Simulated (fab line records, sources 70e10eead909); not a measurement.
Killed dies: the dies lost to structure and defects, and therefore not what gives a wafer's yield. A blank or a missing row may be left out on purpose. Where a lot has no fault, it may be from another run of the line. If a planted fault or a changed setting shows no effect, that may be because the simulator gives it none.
Matching of chambers + flow nand-harc + rie-diel-02 running NHARC_P_CONTACT_ETCH_35: 4 sister chambers
The step etches the open film in CF4, target depth 39 nm, time 65 s. 18 wafers are shown with their chamber, then 9 later ones without.

EACH WAFER AND ITS CHAMBER
| wafer  | chamber | drypump-motor-current-A (A) | rf-vpp-V (V) | oes-product-au (a.u.) |
|--------|---------|-----------------------------|--------------|-----------------------|
| L075.3 | 1       | 5.8                         | 151.3        | 1.003                 |
| L075.5 | 2       | 5.3                         | 149.2        | 0.998                 |
| L075.6 | 1       | 5.8                         | 149.6        | 0.998                 |
| L076.1 | 1       | 5.8                         | 150.1        | 1.000                 |
| L076.4 | 2       | 5.3                         | 149.4        | 0.995                 |
| L076.6 | 2       | 5.3                         | 148.8        | 1.001                 |
| L078.2 | 1       | 5.7                         | 151.7        | 1.001                 |
| L078.5 | 2       | 5.3                         | 150.1        | 1.003                 |
| L078.6 | 1       | 5.8                         | 150.3        | 1.004                 |
| L079.1 | 1       | 5.8                         | 150.2        | 0.989                 |
| L079.2 | 3       | 5.9                         | 150.7        | 1.003                 |
| L079.6 | 1       | 5.8                         | 150.0        | 0.999                 |
| L082.1 | 0       | 5.2                         | 151.3        | 1.000                 |
| L082.4 | 1       | 5.8                         | 150.8        | 1.007                 |
| L082.5 | 0       | 5.2                         | 152.2        | 1.001                 |
| L084.1 | 0       | 5.2                         | 150.4        | 0.996                 |
| L084.4 | 3       | 5.9                         | 149.8        | 1.014                 |
| L084.5 | 0       | 5.2                         | 150.9        | 0.997                 |

SIGNATURES (means of the wafers above)
| reading                 | chamber 0 | chamber 1 | chamber 2 | chamber 3 | scatter within a chamber |
|-------------------------|-----------|-----------|-----------|-----------|--------------------------|
| drypump-motor-current-A | 5.200     | 5.787     | 5.300     | 5.900     | 0.025                    |
| rf-vpp-V                | 151.200   | 150.500   | 149.375   | 150.250   | 0.684                    |
| oes-product-au          | 0.99850   | 1.00012   | 0.99925   | 1.00850   | 0.00474                  |
Rule: distance of a wafer from a chamber = root of the sum over the readings of ((wafer's reading minus chamber's mean) / reading's scatter) squared. If the next closest chamber is less than 2 further off than the closest, the wafer can't be placed; otherwise it belongs to the closest. The scatter: the root of (the sum of the squares of (reading less its chamber's mean) over the shown wafers, divided by (wafers less chambers)).

WAFERS WITHOUT THEIR CHAMBER
| wafer  | drypump-motor-current-A (A) | rf-vpp-V (V) | oes-product-au (a.u.) |
|--------|-----------------------------|--------------|-----------------------|
| L085.4 | 5.2                         | 150.2        | 1.004                 |
| L085.5 | 5.2                         | 149.0        | 1.008                 |
| L085.6 | 6.0                         | 150.2        | 1.012                 |
| L090.2 | 5.2                         | 148.9        | 1.002                 |
| L090.4 | 5.3                         | 151.3        | 1.003                 |
| L090.5 | 5.9                         | 150.4        | 1.005                 |
| L095.2 | 5.8                         | 151.6        | 1.009                 |
| L095.4 | 5.2                         | 150.7        | 0.999                 |
| L095.6 | 5.2                         | 150.5        | 1.000                 |

CHAMBER TAKEN BY EACH
| wafer  | from the rows above     | in truth |
|--------|-------------------------|----------|
| L085.4 | 0                       | 0        |
| L085.5 | can't be placed: 0 or 2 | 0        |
| L085.6 | 3                       | 3        |
| L090.2 | can't be placed: 0 or 2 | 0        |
| L090.4 | can't be placed: 2 or 0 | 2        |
| L090.5 | 3                       | 3        |
| L095.2 | can't be placed: 1 or 3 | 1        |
| L095.4 | 0                       | 0        |
| L095.6 | 0                       | 0        |
Correctly placed: 5 of 9. Unplaceable from these rows: 4, with the true chamber sitting among the candidates in 4. Placed wrongly: 0.
